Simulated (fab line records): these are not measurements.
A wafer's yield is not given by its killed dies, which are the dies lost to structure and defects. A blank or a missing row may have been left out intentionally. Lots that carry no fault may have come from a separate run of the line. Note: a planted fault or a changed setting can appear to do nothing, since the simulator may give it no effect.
Which of the tools did it? | flow n5-finfet | 10 lots, 30 wafers sampled, at 1 step of a route of 1938

WHAT EACH GAUGE READ, for each wafer
N5_SDB_OVL_MEAS_12.
lot  | measured    | on         | SDB_OVL (nm)
L331 | day 3 18:29 | overlay-02 | -0.5 0.2 -0.6
L334 | day 4 12:44 | overlay-01 | -0.5 0.2 -1.1
L338 | day 5 15:08 | overlay-02 | -0.3 -1.2 0.4
L344 | day 7 06:25 | overlay-02 | 0.7 -0.6 1.2
L346 | day 7 12:30 | overlay-02 | 0.4 2.4 1.3
L347 | day 7 16:52 | overlay-01 | 1.0 0.6 0.3
L349 | day 8 03:14 | overlay-02 | 0.6 0.3 -0.2
L350 | day 8 12:10 | overlay-01 | 1.8 1.5 0.8
L351 | day 8 19:19 | overlay-02 | 0.3 0.8 0.9
L354 | day 9 13:23 | overlay-02 | -0.3 -0.8 1.5

EACH LOT AND THE TOOL THAT RAN IT (in order: tool; ch and the chambers of the sampled wafers; start)
There is no process step in the record ahead of these readings.

THE ANSWER, worked out from the rows above alone
Rule: usual is defined by the lots themselves. Put in order of their means at a reading, lots are off if they are a third of the lots or fewer, leave a main group of 4 or more, and stand apart from it by a gap of 3 or more times the standard deviation of the main group's means; of several such gaps the widest counts. Not used: any main group whose means are identical at the precision the tables above print for the reading. A lot without any number at a reading at which 4 lots or more have one is off too. All remaining lots with rows at the step are treated as sound.
Across all readings shown, no lot is off: no conclusion can be drawn from this.

WHAT THE SIMULATOR PUT IN
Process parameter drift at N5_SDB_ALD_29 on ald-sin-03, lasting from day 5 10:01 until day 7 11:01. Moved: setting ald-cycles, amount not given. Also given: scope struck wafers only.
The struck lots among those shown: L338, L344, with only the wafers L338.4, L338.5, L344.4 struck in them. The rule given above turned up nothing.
